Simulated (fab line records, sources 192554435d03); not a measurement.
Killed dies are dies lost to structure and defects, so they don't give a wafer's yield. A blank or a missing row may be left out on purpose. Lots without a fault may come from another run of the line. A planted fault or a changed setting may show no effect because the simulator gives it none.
A struck lot beside a sound one | flow n5_finfet | 26 steps out of a route of 1938
Sound: wafers L332.1, L332.3, L332.4. Struck: wafers L320.2, L320.4, L320.5. The cause comes at the end.
At each step with rows: each side's tool, then ch and its chambers, then its first start. Under that, the readings that differ: sound wafers | struck wafers | difference of the means | sigmas: that difference in standard deviations of wafers without a fault.
alike: readings whose means differ by less than 2 such deviations, and words and numbers that are the same on both sides. not compared: withheld readings, readings that some wafer has no value for, bounds like >300 that may hide the same value, and numbers for which the record gives no deviation and whose values overlap.
The two part at a step that has a row with sigmas, a row that says differs or no value, or rows on one side only. Numbers that don't overlap but have no deviation are shown without sigmas and don't part them. A reading that every wafer of one side lacks parts them only if that side has two wafers or more.

first, 10 steps without rows for these wafers: N5_GATE_CUT_DESCUM_18 (chemistry O2, time 7 s); N5_GATE_CUT_ETCH_28 (etches underlayer in N2/H2, target depth 13 nm, time 10.4 s); N5_GATE_CUT_ETCH_36 (etches SiARC in CF4, target depth 13 nm, time 21.7 s); N5_GATE_CUT_ETCH_37 (etches SOC in N2/H2, target depth 60 nm, overetch 12 nm, time 90 s); N5_GATE_CUT_STRIP_38 (strips in N2/H2); N5_GATE_CUT_STRIP_39 (strips in N2/H2); N5_GATE_CUT_HM_OPEN_40 (chemistry C4F6/O2, target SiO2, target depth 139 nm, time 85.1 s); N5_GATE_CUT_STRIP_41 (strips in CF4); N5_GATE_CUT_STRIP_42 (strips in O2); N5_GATE_CUT_ETCH_19 (etches SiNx in CH3F/O2, target depth 53.7 nm, time 76.7 s).
N5_GATE_CUT_CUT_ETCH_53: etches W in SF6/Cl2, target depth 79.2 nm.
  sound on rie_metal-01 ch 0,1, day 8 18:23; struck on rie_metal-02 ch 1, day 5 22:32
  no value came back on the struck wafers for any of 7 readings (SF6_flow_sccm (sccm), bias_w (W) and others); on the sound wafers SF6_flow_sccm (sccm) reads 39.96 40.03 40.08
  reading                                      | sound         | struck        | difference | sigmas
  model.SiO2_of_GATE_CUT_HM_DEP_46.thk_nm (nm) | 115.6 117 118 | 124.8 127 127 | +9.4       |
  not compared: rf_hours_counter_h
N5_GATE_CUT_CUT_ETCH_54: etches TiN in Cl2/BCl3, target depth 96.7 nm.
  sound on rie_metal-01 ch 0,1, day 8 18:27; struck on rie_metal-02 ch 1, day 5 22:35
  reading                | sound             | struck            | difference | sigmas
  etch_rf_on_time_s (s)  | 36.9 36.5 37.1    | 47.9 47.9 47.9    | +11.1      | +25
  oes_product_au (a.u.)  | 0.71 0.72 0.72    | 0.32 0.33 0.32    | -0.39      | -11
  throttle_valve_pct (%) | 22.23 22.24 22.18 | 22.76 22.76 22.76 | +0.54      | +4
  alike: bcl3_flow_sccm, bias_w, drypump_motor_current_A, rf_fwd_power_W
  not compared: rf_hours_counter_h
then, 9 steps without rows for these wafers: N5_GATE_CUT_ETCH_47 (etches SiO2 in Cl2/BCl3, target depth 10 nm); N5_GATE_CUT_VAPOR_ETCH_48 (etches TiN in BCl3/Cl2); N5_GATE_CUT_VAPOR_ETCH_49 (etches TiAlC in BCl3/Cl2); N5_GATE_CUT_VAPOR_ETCH_51 (etches HfO2 in BCl3/Cl2); N5_GATE_CUT_STRIP_21 (strips in N2/H2, time 30 s); N5_GATE_CUT_STRIP_29 (strips in post etch residue remover, time 60 s); N5_GATE_CUT_SRD_52 (time 30 s); N5_GATE_CUT_ALD_22 (deposits SiNx, target thk 16 nm, pulse time 1 s, ald cycles 320); N5_GATE_CUT_CMP_23 (polishes, stops on SiO2, t overpolish 23.4 s, target thk 16 nm).
N5_GATE_CUT_THK_MEAS_24:
  sound on film_metro-01, day 8 20:37; struck on film_metro-01, day 6 00:46
  reading          | sound             | struck            | difference | sigmas
  GC_FILL_THK (nm) | 218.2 219.7 221.3 | 227.6 229.2 229.1 | +8.9       | +4
N5_GATE_CUT_CMP_43: polishes SiO2.
  sound on cmp-01 ch 1,2,3, day 8 20:39; struck on cmp-03 ch 1,2,3, day 6 00:57
  reading                                      | sound   | struck      | difference | sigmas
  model.SiO2_of_GATE_CUT_HM_DEP_46.thk_nm (nm) | 4.8 5 5 | 5.4 5.4 5.4 | +0.5       |
  alike: motor_current_A
then, 1 step without rows for these wafers: N5_GATE_CUT_CMP_61 (polishes, stops on SiNx, t overpolish 3 s).
N5_BEOL_M4_RC_MEAS_101:
  the record has rows for the sound wafers here (prober-02 ch 0, day 11 17:36) and none for the struck ones
-- the record jumps here: 7 days lie between the struck wafers' starts before and after (it left off in module BEOL_M4 and takes up again in module PASSIVATION, whose first step shown is number 1936 of the route) --
N5_PASSIVATION_PROBE_49:
  the record has rows for the struck wafers here (prober-02, day 13 06:50) and none for the sound ones

WHERE THEY PART
First at N5_GATE_CUT_CUT_ETCH_53; last, within this record, at N5_PASSIVATION_PROBE_49.

WHY: what the simulator had put in
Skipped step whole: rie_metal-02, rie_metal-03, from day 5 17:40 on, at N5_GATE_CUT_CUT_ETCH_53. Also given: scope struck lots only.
